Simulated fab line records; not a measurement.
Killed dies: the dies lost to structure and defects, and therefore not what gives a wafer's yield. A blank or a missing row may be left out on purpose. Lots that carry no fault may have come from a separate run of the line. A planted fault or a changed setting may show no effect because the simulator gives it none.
fab line records	flow n5Finfet
record: lots: 24	wafers: 72	lastDay: 18
route steps=1938 shown BEOL_M9@1458 BEOL_M10@1507 BEOL_M11@1559
lots that met no fault: taken from a fault-free run of the same line
startH: start of the lot's first displayed wafer, in hours after the record's first day	waitH: hours from the lot's prior step to this one	" unchanged from the row above	L1.1+2: several wafers, shown together as one row	- no value, or no start was given	* or withheld: withheld	< > ~ a bound
route shown NAME@n: names a module that has steps shown in the file, with the first one's number in the route	usual: mean and standard deviation over wafers with no fault	same: alike in all rows	chamber/n: place in a boat	sites: each site's reading	_std_site: the standard deviation of these	_edge_site: mean of outer sites minus mean of inner sites	radiusMm: for every site, how far away it sits from the centre of the wafer	mask NAME#n: copy n	behind: the tool/chamber that last shaped the wafer	hold: cause of the lot's hold/its duration in hours/its outcome	device: whichever transistor did not switch (one of n, p or np)	end of line: the same wafers' tests at the end of the route	a step without rows: its recipe alone	killed: dies that structure and defects cost at the first sort, which is not the same as the wafer's yield	map: per-die view of a wafer (x killed, . not killed, _ where there is no die)
set.NAME: the setting the step ran with; set.NAME@STEP: the setting that earlier step ran with	model.NAME: the simulator's own value behind a step, which no gauge read
route steps across a sampled set of lots; one table per step, one row per wafer
services: a tool's chamber out of use, with start hour (startH, from the record's first day; less than 0 if before it), hours out, and reason
== steps ==
step: N5_BEOL_M9_ALD_74
recipe: material: TaN	targetThkA: 20	tempC: 275	aldPrecursorFamily: PDMAT	aldCoReactant: NH3	pressureTorr: 3	carrierFlowSccm: 1500	pulseTimeS: 2	purgeTimeS: 3	coReactantPurgeTimeS: 2	coReactantPulseTimeS: 3	aldCycles: 40	precursorVesselTempC: 75	precursorVesselPressureTorr: 26.25	precursorVesselCarrierSccm: 1000
usual: chamberPressureTorr: 2.999/0.0061	heaterPowerW: 403/34
lot.wafer	tool	chamber	startH	waitH	chamberPressureTorr	heaterPowerW
L075.1	aldMetal-02	1	219.41	0.0	3.017	427
L075.3	"	0	"	"	2.992	416
L075.5	"	0	"	"	3.000	422
L074.2	aldMetal-01	0	221.37	0.2	2.996	426
L074.3	"	2	"	"	3.006	424
L074.6	"	2	"	"	3.006	413
L076.2	aldMetal-02	2	231.75	0.0	2.984	471
L076.3	"	0	"	"	3.003	406
L076.5	"	2	"	"	2.999	486
L077.3	aldMetal-01	2	239.28	0.1	3.006	424
L077.5	"	0	"	"	2.997	430
L077.6	"	3	"	"	2.996	378
L078.2	aldMetal-02	2	244.24	0.0	2.997	477
L078.4	"	3	"	"	3.000	425
L078.6	"	0	"	"	2.999	418
L080.1	aldMetal-01	0	259.74	0.1	2.997	423
L080.3	"	1	"	"	2.996	358
L080.5	"	0	"	"	2.995	428
L079.2	aldMetal-01	3	265.51	0.1	2.987	374
L079.3	"	1	"	"	2.998	359
L079.6	"	1	"	"	2.996	364
L081.1	aldMetal-01	1	266.58	0.1	2.999	361
L081.3	"	2	"	"	3.002	419
L081.6	"	0	"	"	3.003	428
L083.3	aldMetal-01	3	269.90	0.1	3.002	392
L083.4	"	0	"	"	3.008	434
L083.5	"	3	"	"	2.993	383
L082.2	aldMetal-04	0	278.58	0.1	3.003	376
L082.3	"	2	"	"	2.998	373
L082.5	"	3	"	"	2.998	350
L084.1	aldMetal-04	0	287.09	0.1	3.001	378
L084.2	"	3	"	"	2.998	345
L084.4	"	1	"	"	3.004	378
L085.2	aldMetal-01	2	293.97	0.2	2.999	422
L085.3	"	0	"	"	2.999	425
L085.5	"	1	"	"	2.998	353
L086.1	aldMetal-04	3	294.75	0.0	3.003	346
L086.4	"	1	"	"	3.003	374
L086.6	"	1	"	"	3.001	375
L087.1	aldMetal-02	1	306.87	0.0	2.992	421
L087.4	"	3	"	"	2.992	410
L087.5	"	1	"	"	2.991	416
L089.4	aldMetal-01	2	307.18	0.2	3.012	435
L089.5	"	3	"	"	2.997	371
L089.6	"	1	"	"	3.003	353
L088.2	aldMetal-01	1	307.36	0.0	2.995	360
L088.5	"	1	"	"	3.000	357
L088.6	"	3	"	"	3.007	381
L090.1	aldMetal-04	2	313.72	0.0	3.001	377
L090.2	"	3	"	"	2.999	347
L090.6	"	0	"	"	2.998	391
L091.1	aldMetal-02	3	314.09	0.0	3.003	414
L091.3	"	2	"	"	3.001	468
L091.5	"	3	"	"	3.005	424
L094.1	aldMetal-04	2	330.46	0.0	2.990	374
L094.5	"	0	"	"	2.994	386
L094.6	"	1	"	"	2.987	370
L092.1	aldMetal-02	3	330.80	0.2	2.993	420
L092.2	"	0	"	"	2.995	436
L092.6	"	3	"	"	3.006	418
L093.1	aldMetal-01	0	335.46	0.1	3.000	441
L093.4	"	1	"	"	2.993	365
L093.5	"	0	"	"	2.991	431
L095.1	aldMetal-02	1	349.76	0.1	2.994	435
L095.2	"	2	"	"	2.999	484
L095.4	"	3	"	"	3.007	416
L096.2	aldMetal-01	3	355.44	0.1	2.995	385
L096.3	"	2	"	"	2.999	428
L096.5	"	3	"	"	3.001	381
L097.1	aldMetal-01	2	367.19	0.0	3.003	425
L097.3	"	0	"	"	2.997	434
L097.5	"	2	"	"	3.003	414
step: N5_BEOL_M9_ANNEAL_51
recipe: tempC: 225	timeS: 90	ambient: N2
usual: wafer_temp_C_max: 225.61/0.25
lot.wafer	tool	chamber	startH	waitH	wafer_temp_C_max
L075.1	rtpAnneal-01	0	223.72	3.4	225.63
L075.3	"	0	"	"	225.66
L075.5	"	0	"	"	225.50
L074.2	rtpAnneal-01	0	224.87	2.8	225.31
L074.3	"	0	"	"	225.37
L074.6	"	0	"	"	225.63
L076.2	rtpAnneal-01	0	235.79	3.4	225.65
L076.3	"	0	"	"	225.73
L076.5	"	0	"	"	225.24
L077.3	rtpAnneal-01	0	242.77	2.7	225.51
L077.5	"	0	"	"	225.40
L077.6	"	0	"	"	225.36
L078.2	rtpAnneal-01	0	245.05	0.1	225.27
L078.4	"	0	"	"	225.11
L078.6	"	0	"	"	225.53
L080.1	rtpAnneal-01	0	261.56	0.9	225.59
L080.3	"	0	"	"	225.54
L080.5	"	0	"	"	225.67
L079.2	rtpAnneal-01	0	266.51	0.1	225.50
L079.3	"	0	"	"	225.52
L079.6	"	0	"	"	225.42
L081.1	rtpAnneal-02	0	267.59	0.1	225.60
L081.3	"	0	"	"	225.85
L081.6	"	0	"	"	225.81
L083.3	rtpAnneal-01	0	270.94	0.2	225.57
L083.4	"	0	"	"	225.72
L083.5	"	0	"	"	225.56
L082.2	rtpAnneal-01	0	279.71	0.1	225.36
L082.3	"	0	"	"	225.31
L082.5	"	0	"	"	225.32
L084.1	rtpAnneal-02	0	288.05	0.3	225.86
L084.2	"	0	"	"	225.98
L084.4	"	0	"	"	225.68
L085.2	rtpAnneal-02	0	294.80	0.1	225.78
L085.3	"	0	"	"	226.08
L085.5	"	0	"	"	225.84
L086.1	rtpAnneal-02	0	297.09	0.1	225.89
L086.4	"	0	"	"	225.77
L086.6	"	0	"	"	225.72
L087.1	rtpAnneal-02	0	307.62	0.1	226.06
L087.4	"	0	"	"	226.31
L087.5	"	0	"	"	226.14
L089.4	rtpAnneal-01	0	308.29	0.6	225.50
L089.5	"	0	"	"	225.69
L089.6	"	0	"	"	225.55
L088.2	rtpAnneal-01	0	309.19	1.1	226.04
L088.5	"	0	"	"	225.64
L088.6	"	0	"	"	225.63
L090.1	rtpAnneal-01	0	315.01	0.6	225.62
L090.2	"	0	"	"	225.83
L090.6	"	0	"	"	225.90
L091.1	rtpAnneal-01	0	315.73	0.8	225.50
L091.3	"	0	"	"	225.70
L091.5	"	0	"	"	225.70
L094.1	rtpAnneal-01	0	331.99	0.1	225.66
L094.5	"	0	"	"	225.57
L094.6	"	0	"	"	225.94
L092.1	rtpAnneal-02	0	332.36	0.3	226.39
L092.2	"	0	"	"	225.67
L092.6	"	0	"	"	225.53
L093.1	rtpAnneal-01	0	336.59	0.1	225.36
L093.4	"	0	"	"	225.38
L093.5	"	0	"	"	225.39
L095.1	rtpAnneal-01	0	350.53	0.1	225.21
L095.2	"	0	"	"	225.44
L095.4	"	0	"	"	225.52
L096.2	rtpAnneal-01	0	356.37	0.1	225.67
L096.3	"	0	"	"	225.32
L096.5	"	0	"	"	225.68
L097.1	rtpAnneal-01	0	368.94	0.8	225.78
L097.3	"	0	"	"	225.48
L097.5	"	0	"	"	225.54
step: N5_BEOL_M9_DEP_56
recipe: material: SiCN	targetThkA: 150	tempC: withheld	precursor: 3MS/NH3	pressureTorr: 3	rfW: 202	timeS: 26.5
usual: chamberPressureTorr: 3.000/0.0061	showerheadPlenumPTorr: 3.660/0.016	throttleValvePct: 8.7/0.47
lot.wafer	tool	chamber	startH	waitH	chamberPressureTorr	showerheadPlenumPTorr	throttleValvePct
L075.1	pecvd-01	1	224.39	0.0	2.997	3.651	8.8
L075.3	"	0	"	"	2.998	3.656	8.2
L075.5	"	0	"	"	2.992	3.643	8.2
L074.2	pecvd-01	0	225.53	0.1	3.002	3.650	8.3
L074.3	"	0	"	"	2.998	3.644	8.5
L074.6	"	0	"	"	2.995	3.644	8.5
L076.2	pecvd-03	0	236.40	0.0	2.998	3.684	10.1
L076.3	"	1	"	"	3.011	3.680	8.7
L076.5	"	2	"	"	3.001	3.656	8.9
L077.3	pecvd-01	1	243.35	0.0	3.007	3.651	9.1
L077.5	"	1	"	"	2.999	3.647	9.0
L077.6	"	2	"	"	2.994	3.661	8.6
L078.2	pecvd-04	0	245.66	0.0	3.000	3.671	8.4
L078.4	"	2	"	"	2.996	3.669	8.3
L078.6	"	0	"	"	3.007	3.657	8.7
L080.1	pecvd-01	0	262.22	0.0	2.996	3.652	8.3
L080.3	"	2	"	"	3.010	3.660	8.6
L080.5	"	1	"	"	2.999	3.646	8.6
L079.2	pecvd-03	1	267.20	0.0	3.004	3.682	8.5
L079.3	"	2	"	"	2.994	3.659	8.8
L079.6	"	2	"	"	3.008	3.640	8.5
L081.1	pecvd-04	2	268.24	0.0	3.021	3.666	8.4
L081.3	"	1	"	"	3.000	3.671	9.4
L081.6	"	2	"	"	3.019	3.655	8.2
L083.3	pecvd-01	0	271.51	0.0	3.000	3.634	8.1
L083.4	"	0	"	"	3.007	3.652	8.1
L083.5	"	1	"	"	2.993	3.649	8.6
L082.2	pecvd-01	2	280.32	0.0	3.007	3.662	8.3
L082.3	"	0	"	"	3.005	3.655	8.2
L082.5	"	0	"	"	3.003	3.650	8.4
L084.1	pecvd-01	0	288.70	0.0	3.008	3.642	8.6
L084.2	"	1	"	"	3.002	3.648	8.7
L084.4	"	2	"	"	2.998	3.658	8.5
L085.2	pecvd-03	0	295.41	0.0	3.008	3.689	10.1
L085.3	"	2	"	"	3.011	3.656	9.0
L085.5	"	0	"	"	2.997	3.699	9.8
L086.1	pecvd-01	0	297.74	0.0	3.004	3.644	8.1
L086.4	"	1	"	"	3.006	3.639	8.6
L086.6	"	0	"	"	3.007	3.640	8.3
L087.1	pecvd-04	1	308.27	0.0	3.010	3.669	9.5
L087.4	"	1	"	"	3.000	3.683	9.2
L087.5	"	0	"	"	2.992	3.671	8.8
L089.4	pecvd-04	2	308.96	0.0	3.004	3.659	8.4
L089.5	"	1	"	"	3.003	3.680	9.6
L089.6	"	0	"	"	2.998	3.656	8.5
L088.2	pecvd-03	2	310.08	0.0	3.001	3.650	8.8
L088.5	"	2	"	"	2.999	3.649	8.7
L088.6	"	0	"	"	2.995	3.686	10.0
L090.1	pecvd-01	2	315.66	0.0	2.999	3.666	8.4
L090.2	"	0	"	"	3.008	3.649	8.3
L090.6	"	1	"	"	2.997	3.648	8.6
L091.1	pecvd-01	0	316.38	0.0	3.004	3.645	8.5
L091.3	"	2	"	"	3.010	3.675	8.5
L091.5	"	2	"	"	3.002	3.654	8.6
L094.1	pecvd-01	2	332.65	0.0	2.996	3.664	8.3
L094.5	"	0	"	"	3.002	3.645	8.2
L094.6	"	2	"	"	2.987	3.652	8.5
L092.1	pecvd-03	2	333.04	0.0	2.999	3.648	8.9
L092.2	"	1	"	"	2.996	3.675	8.9
L092.6	"	1	"	"	2.993	3.673	8.4
L093.1	pecvd-03	2	337.26	0.0	2.997	3.655	9.1
L093.4	"	1	"	"	2.994	3.683	8.7
L093.5	"	2	"	"	2.991	3.651	8.7
L095.1	pecvd-03	1	351.18	0.0	2.997	3.683	8.6
L095.2	"	0	"	"	3.003	3.703	10.0
L095.4	"	1	"	"	3.008	3.688	8.6
L096.2	pecvd-01	1	356.98	0.0	2.999	3.647	8.7
L096.3	"	2	"	"	2.997	3.657	8.3
L096.5	"	2	"	"	3.007	3.668	8.1
L097.1	pecvd-04	0	369.60	0.0	3.003	3.671	8.6
L097.3	"	1	"	"	3.007	3.679	9.5
L097.5	"	1	"	"	2.998	3.670	9.3
step: N5_BEOL_M10_ETCH_66
recipe: chemistry: N2/H2	target: SOC	targetDepthA: 1200	overetchA: 240	maskMaterial: SiARC	tempC: 40	timeS: 180	ionEnergyEv: 200	pressureMtorr: 30	sourceW: 840	biasW: 150	n2FlowSccm: 200	h2FlowSccm: 200
usual: drypumpMotorCurrentA: 5.9/0.44	h2FlowSccm: 200.0/0.67	oesProductAu: 0.66/0.084	rfVppV: 523.3/2.2	showerheadPlenumPTorr: 2.52/0.078	throttleValvePct: 17.72/0.25
lot.wafer	tool	chamber	startH	waitH	drypumpMotorCurrentA	h2FlowSccm	oesProductAu	rfHoursCounterH	rfVppV	showerheadPlenumPTorr	throttleValvePct
L075.1	rieDiel-03	2	227.44	0.0	5.5	199.6	0.81	2	523.2	2.48	17.37
L075.3	"	1	"	"	6.4	200.2	0.61	136	525.1	2.54	17.74
L075.5	"	1	"	"	6.3	199.9	0.62	-	523.6	2.54	17.73
L074.2	rieDiel-03	1	230.35	0.0	6.4	199.8	0.62	138	524.7	2.53	17.74
L074.3	"	2	"	"	5.4	199.2	0.79	4	521.8	2.48	17.40
L074.6	"	3	"	"	5.9	199.4	0.57	-	524.5	2.53	17.71
L076.2	rieDiel-02	1	239.24	0.0	5.4	199.1	0.57	207	526.6	2.64	17.85
L076.3	"	0	"	"	6.3	200.5	0.59	169	517.8	2.33	17.94
L076.5	"	1	"	"	5.4	199.9	0.59	-	525.4	2.64	17.85
L077.3	rieDiel-05	0	247.46	0.0	5.7	199.2	0.56	245	525.6	2.60	17.76
L077.5	"	2	"	"	5.5	200.3	0.70	-	521.9	2.47	17.41
L077.6	"	3	"	"	6.5	200.3	0.55	-	525.1	2.63	18.27
L078.2	rieDiel-05	3	253.18	0.0	6.5	200.4	0.55	229	526.1	2.63	18.28
L078.4	"	0	"	"	5.8	200.5	0.55	248	527.3	2.60	17.77
L078.6	"	3	"	"	6.5	199.4	0.55	-	527.1	2.63	18.27
L080.1	rieDiel-05	2	265.23	0.0	5.5	199.2	0.70	48	521.9	2.47	17.44
L080.3	"	1	"	"	5.2	199.9	0.55	247	524.8	2.61	18.06
L080.5	"	3	"	"	6.5	198.8	0.56	-	526.1	2.63	18.26
L081.1	rieDiel-03	2	273.17	0.0	5.5	199.6	0.76	18	522.0	2.48	17.42
L081.3	"	0	"	"	6.3	199.3	0.78	10	522.3	2.49	17.54
L081.6	"	1	"	"	6.3	200.2	0.61	-	523.7	2.53	17.76
L079.2	rieDiel-02	3	273.34	0.0	6.0	199.9	0.65	81	521.0	2.45	17.80
L079.3	"	2	"	"	5.8	200.3	0.72	24	521.8	2.47	17.66
L079.6	"	3	"	"	6.0	200.3	0.66	-	521.9	2.45	17.82
L083.3	rieDiel-05	2	277.21	0.0	5.5	200.4	0.69	53	522.7	2.47	17.43
L083.4	"	3	"	"	6.5	200.5	0.56	-	526.2	2.62	18.29
L083.5	"	2	"	"	5.5	200.1	0.69	-	521.0	2.47	17.47
L082.2	rieDiel-03	3	285.71	0.0	5.9	200.4	0.56	232	522.8	2.52	17.74
L082.3	"	1	"	"	6.3	200.8	0.60	158	525.2	2.53	17.76
L082.5	"	2	"	"	5.5	200.2	0.74	-	522.0	2.47	17.42
L084.1	rieDiel-05	2	293.73	0.0	5.5	200.8	0.69	61	520.7	2.47	17.45
L084.2	"	1	"	"	5.2	201.0	0.81	0	524.9	2.60	17.66
L084.4	"	3	"	"	6.5	201.8	0.55	246	526.5	2.62	18.31
L085.2	rieDiel-03	2	302.29	0.0	5.5	199.7	0.73	29	520.8	2.47	17.43
L085.3	"	3	"	"	5.9	199.7	0.56	238	524.0	2.52	17.75
L085.5	"	1	"	"	6.3	199.8	0.60	-	524.7	2.52	17.79
L086.1	rieDiel-05	1	302.46	0.0	5.1	199.7	0.79	3	527.0	2.60	17.68
L086.4	"	2	"	"	5.5	199.9	0.68	64	521.7	2.47	17.47
L086.6	"	1	"	"	5.2	199.9	0.78	-	523.9	2.60	17.70
L089.4	rieDiel-03	2	312.75	0.1	5.5	201.6	0.74	-	522.7	2.47	17.43
L089.5	"	0	"	"	6.3	200.9	0.75	-	522.8	2.49	17.58
L089.6	"	1	"	"	6.3	198.9	0.60	-	523.4	2.52	17.80
L087.1	rieDiel-02	1	313.28	0.0	5.4	199.8	0.56	234	524.6	2.63	17.90
L087.4	"	3	"	"	6.0	200.5	0.64	97	521.1	2.44	17.85
L087.5	"	2	"	"	5.8	199.5	0.70	-	523.9	2.47	17.68
L088.2	rieDiel-03	2	313.30	0.0	5.5	200.3	0.73	34	523.3	2.47	17.45
L088.5	"	1	"	"	6.4	200.3	0.59	-	522.4	2.52	17.80
L088.6	"	0	"	"	6.3	199.9	0.75	-	522.2	2.49	17.57
L090.1	rieDiel-02	1	320.21	0.0	5.4	200.7	0.56	236	525.1	2.63	17.88
L090.2	"	0	"	"	6.4	201.8	0.57	197	517.3	2.32	17.99
L090.6	"	0	"	"	6.4	201.0	0.58	-	516.9	2.32	18.01
L091.1	rieDiel-05	1	320.37	0.0	5.2	199.7	0.76	11	525.1	2.60	17.69
L091.3	"	2	"	"	5.5	199.7	0.67	71	522.4	2.46	17.48
L091.5	"	2	"	"	5.5	200.5	0.67	-	522.0	2.46	17.47
L094.1	rieDiel-02	1	336.57	0.0	5.4	199.9	0.55	243	525.5	2.63	17.91
L094.5	"	2	"	"	5.8	201.1	0.68	-	522.0	2.46	17.70
L094.6	"	3	"	"	5.9	200.7	0.63	-	522.8	2.44	17.86
L092.1	rieDiel-03	3	336.78	0.0	5.9	200.3	0.55	250	522.1	2.52	17.78
L092.2	"	1	"	"	6.3	200.1	0.59	175	523.2	2.52	17.80
L092.6	"	3	"	"	5.9	200.2	0.55	-	523.6	2.52	17.77
L093.1	rieDiel-02	3	340.57	0.0	5.9	199.4	0.63	108	522.1	2.44	17.85
L093.4	"	0	"	"	6.4	200.9	0.57	204	515.6	2.32	18.01
L093.5	"	2	"	"	5.8	199.8	0.68	-	520.7	2.46	17.71
L095.1	rieDiel-03	0	358.59	0.0	6.3	198.9	0.72	44	522.8	2.48	17.61
L095.2	"	2	"	"	5.4	200.4	0.71	53	523.1	2.46	17.48
L095.4	"	1	"	"	6.3	200.3	0.58	184	523.6	2.52	17.82
L096.2	rieDiel-05	0	360.82	0.0	5.7	199.2	0.73	34	525.1	2.58	17.34
L096.3	"	3	"	"	6.5	199.4	0.76	12	525.5	2.61	17.92
L096.5	"	3	"	"	6.5	199.8	0.75	-	524.9	2.61	17.91
L097.1	rieDiel-05	2	374.10	0.0	5.5	199.4	0.66	92	520.6	2.45	17.50
L097.3	"	1	"	"	5.1	200.7	0.71	34	524.2	2.59	17.73
L097.5	"	3	"	"	6.5	200.1	0.75	-	525.6	2.61	17.93
step: N5_BEOL_M11_CD_MEAS_18
recipe: pitchNm: 140	targetCdNm: 70
usual: cdNm: 69.9/0.51
lot.wafer	tool	chamber	startH	waitH	cdNm
L075.1	cdSem-01	-	236.57	0.0	69.6
L075.3	"	-	"	"	70.4
L075.5	"	-	"	"	69.5
L074.2	cdSem-01	-	237.74	0.1	69.6
L074.3	"	-	"	"	70.2
L074.6	"	-	"	"	70.1
L076.2	cdSem-01	-	245.92	0.1	69.8
L076.3	"	-	"	"	69.1
L076.5	"	-	"	"	69.5
L077.3	cdSem-03	-	254.40	0.1	69.8
L077.5	"	-	"	"	69.0
L077.6	"	-	"	"	69.7
L078.2	cdSem-01	-	264.04	0.1	69.3
L078.4	"	-	"	"	69.3
L078.6	"	-	"	"	68.8
L080.1	cdSem-02	-	270.87	0.1	70.1
L080.3	"	-	"	"	70.0
L080.5	"	-	"	"	70.2
L081.1	cdSem-02	-	279.74	0.0	70.5
L081.3	"	-	"	"	69.7
L081.6	"	-	"	"	70.8
L079.2	cdSem-02	-	279.91	0.1	70.1
L079.3	"	-	"	"	69.5
L079.6	"	-	"	"	69.6
L083.3	cdSem-01	-	285.01	0.1	70.4
L083.4	"	-	"	"	69.8
L083.5	"	-	"	"	70.3
L082.2	cdSem-01	-	291.18	0.1	69.8
L082.3	"	-	"	"	70.4
L082.5	"	-	"	"	69.6
L084.1	cdSem-03	-	303.58	0.0	69.3
L084.2	"	-	"	"	69.6
L084.4	"	-	"	"	69.8
L085.2	cdSem-03	-	308.03	0.1	69.6
L085.3	"	-	"	"	69.4
L085.5	"	-	"	"	69.6
L086.1	cdSem-01	-	309.00	0.0	69.4
L086.4	"	-	"	"	69.5
L086.6	"	-	"	"	69.6
L089.4	cdSem-01	-	318.64	0.1	70.5
L089.5	"	-	"	"	70.4
L089.6	"	-	"	"	69.4
L088.2	cdSem-03	-	321.44	0.1	70.6
L088.5	"	-	"	"	70.0
L088.6	"	-	"	"	70.3
L087.1	cdSem-01	-	321.69	0.0	69.9
L087.4	"	-	"	"	69.9
L087.5	"	-	"	"	69.4
L090.1	cdSem-03	-	326.55	0.0	70.5
L090.2	"	-	"	"	70.6
L090.6	"	-	"	"	69.2
L091.1	cdSem-01	-	327.06	0.0	70.3
L091.3	"	-	"	"	69.9
L091.5	"	-	"	"	69.8
L094.1	cdSem-03	-	343.69	0.0	70.9
L094.5	"	-	"	"	70.4
L094.6	"	-	"	"	70.3
L092.1	cdSem-01	-	344.15	0.0	70.1
L092.2	"	-	"	"	70.5
L092.6	"	-	"	"	70.0
L093.1	cdSem-03	-	347.27	0.0	69.8
L093.4	"	-	"	"	69.4
L093.5	"	-	"	"	70.6
L095.1	cdSem-01	-	366.98	0.0	70.3
L095.2	"	-	"	"	69.9
L095.4	"	-	"	"	69.9
L096.2	cdSem-03	-	367.21	0.1	70.0
L096.3	"	-	"	"	69.9
L096.5	"	-	"	"	69.7
L097.1	cdSem-02	-	380.53	0.0	69.0
L097.3	"	-	"	"	69.5
L097.5	"	-	"	"	70.6
step: N5_BEOL_M11_ETCH_65
recipe: chemistry: CF4	target: SiARC	targetDepthA: 390	maskMaterial: CAR-ArF	timeS: 65	ionEnergyEv: 80	pressureMtorr: 40	sourceW: 545	biasW: 36	Ar_flow_sccm: 100	cf4FlowSccm: 100	ends: cleared
usual: drypumpMotorCurrentA: 5.7/0.46	etchRfOnTimeS: 64.9/1.6	oesProductAu: 0.68/0.086	rfVppV: 184.2/1.4	showerheadPlenumPTorr: 2.15/0.086	throttleValvePct: 15.63/0.24
lot.wafer	tool	chamber	startH	waitH	drypumpMotorCurrentA	etchRfOnTimeS	oesProductAu	rfHoursCounterH	rfVppV	showerheadPlenumPTorr	throttleValvePct
L075.1	rieDiel-06	1	237.10	0.0	5.5	65.2	0.64	144	182.6	1.98	15.51
L075.3	"	3	"	"	6.1	62.7	0.61	248	182.3	2.10	15.78
L075.5	"	2	"	"	4.8	62.4	0.77	-	187.0	2.27	15.46
L074.2	rieDiel-06	0	238.28	0.0	5.6	67.5	0.60	209	186.6	2.20	15.86
L074.3	"	3	"	"	6.2	63.7	0.61	248	182.8	2.10	15.79
L074.6	"	0	"	"	5.6	67.4	0.61	-	184.9	2.20	15.85
L076.2	rieDiel-06	1	247.29	0.0	5.6	64.7	0.65	147	180.8	1.98	15.53
L076.3	"	0	"	"	5.6	66.8	0.61	212	185.6	2.20	15.84
L076.5	"	1	"	"	5.6	65.1	0.64	-	183.2	1.98	15.52
L077.3	rieDiel-06	2	258.43	0.0	4.8	62.1	0.76	36	185.4	2.27	15.47
L077.5	"	1	"	"	5.5	63.6	0.65	-	182.5	1.98	15.53
L077.6	"	2	"	"	4.8	62.7	0.77	-	184.9	2.27	15.48
L078.2	rieDiel-01	1	265.60	0.0	6.4	64.1	0.64	188	183.9	2.13	15.85
L078.4	"	1	"	"	6.4	64.0	0.64	-	184.4	2.13	15.84
L078.6	"	0	"	"	6.2	66.8	0.58	-	181.2	2.04	16.03
L080.1	rieDiel-06	0	273.11	0.0	5.6	66.4	0.60	220	184.7	2.19	15.86
L080.3	"	1	"	"	5.5	63.5	0.65	154	181.1	1.98	15.54
L080.5	"	0	"	"	5.6	66.0	0.60	-	184.7	2.19	15.86
L079.2	rieDiel-04	2	282.93	0.0	5.9	65.6	0.69	86	184.3	2.16	15.49
L079.3	"	3	"	"	6.0	64.6	0.81	4	183.9	2.20	15.28
L079.6	"	2	"	"	5.9	66.1	0.69	-	185.7	2.17	15.50
L081.1	rieDiel-04	2	283.40	0.0	5.9	66.0	0.69	86	184.5	2.17	15.50
L081.3	"	0	"	"	5.3	66.5	0.61	208	185.6	2.20	15.75
L081.6	"	2	"	"	5.8	66.2	0.69	-	184.6	2.16	15.52
L083.3	rieDiel-04	2	285.78	0.0	5.9	66.0	0.68	87	184.8	2.16	15.51
L083.4	"	3	"	"	6.0	65.8	0.79	-	183.5	2.20	15.27
L083.5	"	0	"	"	5.3	65.8	0.62	-	184.6	2.20	15.74
L082.2	rieDiel-06	1	292.54	0.0	5.5	63.6	0.64	161	181.1	1.98	15.55
L082.3	"	2	"	"	4.8	63.0	0.74	47	185.2	2.26	15.51
L082.5	"	0	"	"	5.6	65.8	0.60	-	184.5	2.19	15.87
L084.1	rieDiel-04	0	305.66	0.0	5.3	66.4	0.61	216	184.3	2.20	15.77
L084.2	"	3	"	"	6.0	65.3	0.78	12	184.1	2.20	15.29
L084.4	"	2	"	"	5.9	67.1	0.68	94	185.6	2.16	15.53
L085.2	rieDiel-06	2	309.84	0.0	4.8	63.9	0.74	53	185.8	2.26	15.53
L085.3	"	3	"	"	6.1	63.2	0.79	18	183.4	2.09	15.32
L085.5	"	3	"	"	6.2	63.4	0.78	-	182.1	2.09	15.33
L086.1	rieDiel-01	0	310.15	0.0	6.2	66.7	0.57	237	182.1	2.04	16.06
L086.4	"	2	"	"	5.1	67.1	0.62	176	184.5	2.24	15.82
L086.6	"	0	"	"	6.2	65.8	0.57	-	183.9	2.04	16.06
L089.4	rieDiel-04	0	320.15	0.0	5.3	66.4	0.61	221	184.6	2.20	15.77
L089.5	"	1	"	"	5.4	62.1	0.86	-	184.7	2.18	15.61
L089.6	"	2	"	"	5.9	66.9	0.67	-	184.6	2.16	15.53
L088.2	rieDiel-06	1	322.14	0.0	5.6	64.9	0.64	171	181.6	1.98	15.57
L088.5	"	1	"	"	5.5	64.6	0.64	-	182.1	1.97	15.54
L088.6	"	0	"	"	5.6	66.4	0.59	-	183.6	2.19	15.90
L087.1	rieDiel-06	3	326.56	0.0	6.2	63.5	0.77	23	183.5	2.09	15.32
L087.4	"	0	"	"	5.6	66.7	0.59	236	184.5	2.19	15.91
L087.5	"	3	"	"	6.2	63.0	0.76	-	185.2	2.09	15.34
L091.1	rieDiel-06	3	329.01	0.0	6.2	62.6	0.78	24	184.2	2.09	15.33
L091.3	"	0	"	"	5.6	66.2	0.59	237	185.7	2.19	15.90
L091.5	"	2	"	"	4.8	63.1	0.73	-	185.5	2.26	15.51
L090.1	rieDiel-01	3	329.76	0.0	5.9	62.9	0.81	14	183.2	2.11	15.20
L090.2	"	2	"	"	5.1	66.8	0.63	181	185.1	2.24	15.86
L090.6	"	0	"	"	6.3	66.9	0.58	-	182.1	2.04	16.07
L092.1	rieDiel-06	0	346.12	0.0	5.6	66.6	0.58	243	184.4	2.19	15.91
L092.2	"	2	"	"	4.8	63.2	0.72	64	186.7	2.26	15.53
L092.6	"	1	"	"	5.5	64.4	0.63	-	180.5	1.97	15.57
L094.1	rieDiel-04	3	346.28	0.0	6.0	66.0	0.75	25	182.8	2.19	15.29
L094.5	"	2	"	"	5.9	67.0	0.67	-	184.4	2.16	15.55
L094.6	"	3	"	"	6.0	65.4	0.75	-	184.9	2.19	15.30
L093.1	rieDiel-01	1	347.82	0.0	6.4	64.2	0.62	217	185.4	2.12	15.91
L093.4	"	3	"	"	6.0	64.1	0.80	20	183.7	2.11	15.21
L093.5	"	3	"	"	6.0	63.5	0.80	-	184.5	2.11	15.21
L095.1	rieDiel-04	1	367.39	0.0	5.4	60.6	0.83	19	184.3	2.18	15.65
L095.2	"	0	"	"	5.3	64.9	0.60	237	184.2	2.19	15.80
L095.4	"	2	"	"	5.9	65.7	0.67	114	185.3	2.16	15.56
L096.2	rieDiel-01	2	367.75	0.0	5.1	67.3	0.62	194	185.8	2.23	15.88
L096.3	"	3	"	"	5.9	64.0	0.78	27	183.8	2.11	15.24
L096.5	"	3	"	"	6.0	63.3	0.77	-	183.7	2.11	15.23
L097.1	rieDiel-01	0	382.22	0.0	6.2	65.2	0.83	2	184.4	2.29	15.58
L097.3	"	3	"	"	5.9	64.6	0.77	31	183.4	2.11	15.24
L097.5	"	0	"	"	6.2	65.8	0.82	-	186.6	2.29	15.56
== services ==
tool	chamber	startH	hours	kind
aldMetal-02	3	201.15	10.5	repair
rieDiel-03	1	217.32	3.5	repair
rieDiel-01	2	244.51	16.5	repair
rieDiel-05	3	253.97	1.8	repair
rieDiel-02	1	259.41	3.0	repair
aldMetal-02	3	261.79	27.9	repair
aldMetal-02	2	266.08	12.8	repair
rieDiel-02	0	272.35	6.4	repair
rieDiel-03	3	272.91	8.3	repair
rieDiel-06	0	287.07	4.0	repair
rieDiel-01	1	288.75	1.8	repair
aldMetal-01	0	296.89	28.7	repair
rieDiel-03	2	308.08	2.5	repair
rieDiel-03	3	308.34	5.9	repair
rieDiel-03	1	314.59	8.3	repair
pecvd-03	0	319.47	18.6	repair
rieDiel-01	2	333.70	4.4	repair
rieDiel-05	2	335.38	4.5	repair
rtpAnneal-01	-	337.16	3.7	pm
pecvd-01	-	348.71	0.8	repair
aldMetal-01	1	349.91	29.8	repair
rieDiel-04	1	357.76	5.1	repair
rieDiel-03	1	370.41	3.2	repair
rieDiel-03	3	376.39	2.1	repair
== key ==
fault none
